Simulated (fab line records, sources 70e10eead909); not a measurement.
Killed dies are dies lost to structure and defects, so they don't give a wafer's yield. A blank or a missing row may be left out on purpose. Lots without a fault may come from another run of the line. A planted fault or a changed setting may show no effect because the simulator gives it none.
Chamber matching | flow nand_harc | NHARC_A_CHANNEL_FILL_D1_ALD_25 on ald_hk-02: 4 sister chambers
The step deposits SiOx, target thk 60 nm, pulse time 10 s, ald cycles 600. 24 wafers are shown with their chamber, then 12 later ones without.

WAFERS WITH THEIR CHAMBER
wafer  | chamber | heater_power_outer_w (W) | heater_power_w (W) | precursor_pulse_height_rel
L075.4 | 0       | 325                      | 539                | 0.984
L075.3 | 2       | 199                      | 403                | 1.003
L075.6 | 0       | 316                      | 556                | 0.973
L077.2 | 2       | 200                      | 402                | 0.992
L077.3 | 0       | 319                      | 544                | 1.013
L077.5 | 3       | 257                      | 475                | 0.993
L079.2 | 2       | 194                      | 392                | 1.011
L079.5 | 2       | 194                      | 398                | 0.980
L079.6 | 3       | 264                      | 473                | 1.001
L082.1 | 2       | 195                      | 401                | 0.986
L082.4 | 1       | 279                      | 489                | 1.006
L082.6 | 3       | 268                      | 459                | 0.972
L083.1 | 2       | 198                      | 410                | 1.016
L083.5 | 1       | 273                      | 494                | 1.028
L083.6 | 2       | 194                      | 405                | 1.008
L086.1 | 3       | 258                      | 479                | 1.007
L086.3 | 1       | 279                      | 496                | 0.991
L086.4 | 2       | 202                      | 411                | 0.983
L087.2 | 3       | 284                      | 491                | 1.015
L087.4 | 2       | 186                      | 374                | 0.963
L087.6 | 3       | 276                      | 493                | 1.009
L088.2 | 3       | 281                      | 480                | 0.983
L088.1 | 1       | 280                      | 504                | 0.980
L088.5 | 2       | 187                      | 384                | 0.991

SIGNATURES (means of the wafers above)
reading                    | chamber 0 | chamber 1 | chamber 2 | chamber 3 | scatter within a chamber
heater_power_outer_w       | 320.00    | 277.75    | 194.90    | 269.71    | 7.16
heater_power_w             | 546.33    | 495.75    | 398.00    | 478.57    | 10.7
precursor_pulse_height_rel | 0.99000   | 1.00125   | 0.99330   | 0.99714   | 0.0173
Rule: a wafer's distance from a chamber is the root of the sum, over the readings, of the square of ((its reading less the chamber's mean) divided by the reading's scatter). The wafer belongs to the nearest chamber; if the next one is less than 2 further off, it can't be placed. The scatter: the root of (the sum of the squares of (reading less its chamber's mean) over the shown wafers, divided by (wafers less chambers)).

WAFERS WITHOUT THEIR CHAMBER
wafer  | heater_power_outer_w (W) | heater_power_w (W) | precursor_pulse_height_rel
L090.1 | 267                      | 499                | 0.994
L090.4 | 278                      | 486                | 1.017
L090.5 | 276                      | 505                | 1.016
L091.1 | 273                      | 505                | 0.962
L091.4 | 331                      | 554                | 1.006
L091.5 | 334                      | 567                | 1.001
L096.3 | 276                      | 482                | 1.004
L096.4 | 334                      | 562                | 1.000
L096.5 | 280                      | 490                | 0.999
L097.3 | 334                      | 561                | 1.022
L097.4 | 266                      | 500                | 0.990
L097.6 | 281                      | 483                | 1.005

WHICH CHAMBER EACH WENT THROUGH
wafer  | from the rows above     | in truth
L090.1 | can't be placed: 1 or 3 | 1
L090.4 | can't be placed: 1 or 3 | 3
L090.5 | can't be placed: 1 or 3 | 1
L091.1 | can't be placed: 1 or 3 | 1
L091.4 | 0                       | 0
L091.5 | 0                       | 0
L096.3 | can't be placed: 3 or 1 | 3
L096.4 | 0                       | 0
L096.5 | can't be placed: 1 or 3 | 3
L097.3 | 0                       | 0
L097.4 | can't be placed: 1 or 3 | 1
L097.6 | can't be placed: 1 or 3 | 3
Placed correctly: 4 of 12. Can't be placed from these rows: 8 (the true chamber is among the candidates in 8). Placed wrongly: 0.
